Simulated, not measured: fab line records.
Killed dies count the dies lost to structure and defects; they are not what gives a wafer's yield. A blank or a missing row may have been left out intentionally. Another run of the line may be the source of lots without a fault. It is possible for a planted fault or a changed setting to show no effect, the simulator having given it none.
8D (eight disciplines) problem report, filled in by code | flow n5Finfet | the parts of the form that need people (team, actions taken, sign-off) are left out

== 1. THE PROBLEM ==
killed_at_M4_up at N5_PASSIVATION_PROBE_49 reads a mean of 103 on 6 wafers of 2 lots; wafers without a fault read 13 with a standard deviation of 5.6. That is +16 standard deviations from the usual mean.
Seen first at day 14 14:26 on prober-02, wafer L964.2. The record has a number at this step for 24 wafers belonging to 8 lots. The rule behind "out" and "out of limits": a value lying over 4 standard deviations away from the usual mean. The rest of the wafers with a number are treated as sound.

== 2. WHAT IT IS; WHAT IT IS NOT ==
question                    | is                     | is not
which readings at this step | killed_at_M4_up        | killed_at_M0_to_M3, killedAtFrontEnd, killedShort, sort_bin_8_speed
which lots                  | L964, L965             | L954, L960, L961, L974, L976, L977
which wafers of those lots  | all that have a number | -
read on which tools         | prober-02              | prober-01
when                        | from day 14 14:26      | up to then (9 sound wafers); but 9 sound wafers of L974, L976, L977 came after

== 3. SUSPECTS, AND WHAT RULES EACH OUT ==
Counting: any tool at a process step up to the reading is kept as a suspect provided that every lot that is out went through it and no sound lot did after the first of them.
- pvdSputter-03 at N5_BEOL_M11_SPUTTER_48 (material Cu, target thk 12 nm, time 2 s): ruled out as a lasting fault. The sound lots L976 went through it after L964, its earliest lot that is out (day 12 20:22).
- pvdSputter-01 at N5_PASSIVATION_AL_DEP_21 (deposits Al, target thk 2800 nm, time 170 s): ruled out as a lasting fault. The sound lots L974, L976 went through it after L964, its earliest lot that is out (day 14 07:10).
- prober-02 at N5_PASSIVATION_PROBE_49: ruled out as a lasting fault. The sound lots L974, L976, L977 went through it after L964, its earliest lot that is out (day 14 14:26).
Left after counting: nothing in the record.

== 4. THE CAUSE (what the simulator had put in) ==
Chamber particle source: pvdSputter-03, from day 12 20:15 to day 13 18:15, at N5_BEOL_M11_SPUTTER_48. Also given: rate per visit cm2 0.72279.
It was ruled out by counting, in error; the rule expects a fault to strike all lots run on its tool from its start on, and this fault did not.

== 5. THE EFFECT CHAIN, in route order ==
Each row: a reading where the mean over the struck wafers with a number is more than 3 standard deviations away from the usual. Scope: only readings with a usual standard deviation given in the record; hours: median across lots of the time from each lot's start at the first step in this table that gives one to its start at this step; sigmas: change in usual standard deviations.
hours | step                    | reading             | usual  | on struck wafers | change | sigmas
0     | N5_PASSIVATION_PROBE_49 | defectLimitedYield  | 91.1 % | 83.3             | -7.8   | -5.2
0     | N5_PASSIVATION_PROBE_49 | killed_at_M4_up     | 13     | 103              | +90    | +16
0     | N5_PASSIVATION_PROBE_49 | killedDies          | 105    | 198              | +93    | +5.1
0     | N5_PASSIVATION_PROBE_49 | killedOnRim         | 14     | 26               | +12    | +3.0
0     | N5_PASSIVATION_PROBE_49 | sort_bin_5_function | 5.1 %  | 10.3             | +5.2   | +5.7
0     | N5_PASSIVATION_PROBE_49 | sortNPass           | 1075   | 982              | -93    | -5.1
0     | N5_PASSIVATION_PROBE_49 | sortYieldPct        | 91.1 % | 83.3             | -7.8   | -5.2
The process steps in it:
- N5_PASSIVATION_PROBE_49

== 6. HOW IT WOULD HAVE BEEN CAUGHT EARLIER ==
The fault began at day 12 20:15; the first out-of-limits reading in this record came at day 14 14:26, 42 hours later.
No tool reading at N5_BEOL_M11_SPUTTER_48 that has a usual standard deviation in the record was out on any struck wafer, so an alarm limit of 4 standard deviations on those readings would not have fired.
